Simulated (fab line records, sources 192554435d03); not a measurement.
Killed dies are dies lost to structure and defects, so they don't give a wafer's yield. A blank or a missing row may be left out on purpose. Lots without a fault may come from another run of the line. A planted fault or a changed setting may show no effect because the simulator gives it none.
Split-lot experiment | flow n5_finfet | 7 lots, 21 wafers read, on a route of 1938 steps

THE SPLIT
At N5_BEOL_M8_ETCH_66 (etches SOC in N2/H2, target depth 80 nm, overetch 16 nm, time 120 s), the setting source_w was moved away from the recipe's 840 W on 7 of the 21 wafers read, by -16.5% to +10.0%. The other wafers ran this setting at the recipe's value.

The reading is taken at the split's own step.

THE READING
rf_vpp_V, in V, at N5_BEOL_M8_ETCH_66 (etches SOC in N2/H2, target depth 80 nm, overetch 16 nm, time 120 s). Fault-free wafers of this fab line usually give 522.9 V, standard deviation 2.4 V.

wafer  | tool, chamber at the split | source_w as run, W | against the recipe | rf_vpp_V, V | against lot-mates on the recipe
L078.4 | rie_diel-01, 3             | 840                | recipe             | 520.8       | -
L078.5 | rie_diel-01, 0             | 840                | recipe             | 521.6       | -
L078.6 | rie_diel-01, 3             | 840                | recipe             | 522.0       | -
L080.3 | rie_diel-03, 1             | 840                | recipe             | 522.3       | -
L080.4 | rie_diel-03, 2             | 840                | recipe             | 526.1       | -
L080.5 | rie_diel-03, 3             | 840                | recipe             | 520.6       | -
L081.1 | rie_diel-03, 1             | 840                | recipe             | 522.5       | -
L081.2 | rie_diel-03, 0             | 777.6              | -7.4%              | 536.2       | +13.5
L081.5 | rie_diel-03, 0             | 840                | recipe             | 523.0       | -
L084.1 | rie_diel-03, 1             | 840                | recipe             | 524.0       | -
L084.4 | rie_diel-03, 2             | 923.9              | +10.0%             | 510.8       | -13.2
L084.5 | rie_diel-03, 2             | 923.9              | +10.0%             | 509.4       | -14.6
L093.1 | rie_diel-01, 1             | 701                | -16.5%             | 554.1       | +31.4
L093.3 | rie_diel-01, 3             | 701                | -16.5%             | 552.1       | +29.4
L093.6 | rie_diel-01, 2             | 840                | recipe             | 522.7       | -
L096.3 | rie_diel-01, 1             | 840                | recipe             | 522.1       | -
L096.4 | rie_diel-01, 3             | 840                | recipe             | 520.9       | -
L096.5 | rie_diel-01, 3             | 885.8              | +5.5%              | 510.0       | -11.5
L097.1 | rie_diel-04, 0             | 840                | recipe             | 521.7       | -
L097.3 | rie_diel-04, 3             | 840                | recipe             | 527.2       | -
L097.6 | rie_diel-04, 3             | 746.2              | -11.2%             | 547.5       | +23.0

THE FIT
A straight line over all 21 wafers: rf_vpp_V changes by -1.76 V for each +1% of source_w; r = -0.98; the points scatter about the line by 2.6 V.
The same after taking each lot's own level away (the mean of its wafers on the recipe; 21 wafers): -1.77 V for each +1%; r = -0.99; scatter 2 V.
On that fit, the largest move of source_w shifts the reading by 29 V.
The lots' own levels span 521.47 to 524.45 V, that is 1.2 times the standard deviation above.
So the lot-to-lot level changes the slope little: the two slopes agree.
Check: with one of the wafers moved furthest among these (-16.5%) left out of the fit, the line predicts +29.1 V for it against its lot-mates. It came out at +31.4 V against them.
Tool readings at the split's step, against how far the setting was moved: rf_vpp_V r = -0.98.

OTHER SPLITS ON THESE WAFERS
These wafers also went through other splits before the reading. Each is held against what the fit with the lots' levels taken away leaves over:
other split on the same wafers | wafers away from the commonest value | r with rf_vpp_V (lot level and that fit taken away)
N5_BEOL_M7_ETCH_41 source_w    | 9                                    | -0.31

THE WHOLE CHAIN: every reading that the file lists as answering this split, in the file's order
step               | what it does                                                        | reading                                                                          | change (the file's fit)                | r (the file's)
N5_BEOL_M8_ETCH_66 | etches SOC in N2/H2, target depth 80 nm, overetch 16 nm, time 120 s | rf_vpp_V                                                                         | -1.82 V for each +1% of the setting    | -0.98
N5_BEOL_M8_ETCH_66 | etches SOC in N2/H2, target depth 80 nm, overetch 16 nm, time 120 s | SiARC_of_BEOL_M8_COAT_64.thk_nm (the simulator's own value, which no gauge read) | -0.0256 nm for each +1% of the setting | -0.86

THE FILE'S OWN FIT
rf_vpp_V changes by -1.82 V for each +1% of source_w, r = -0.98.
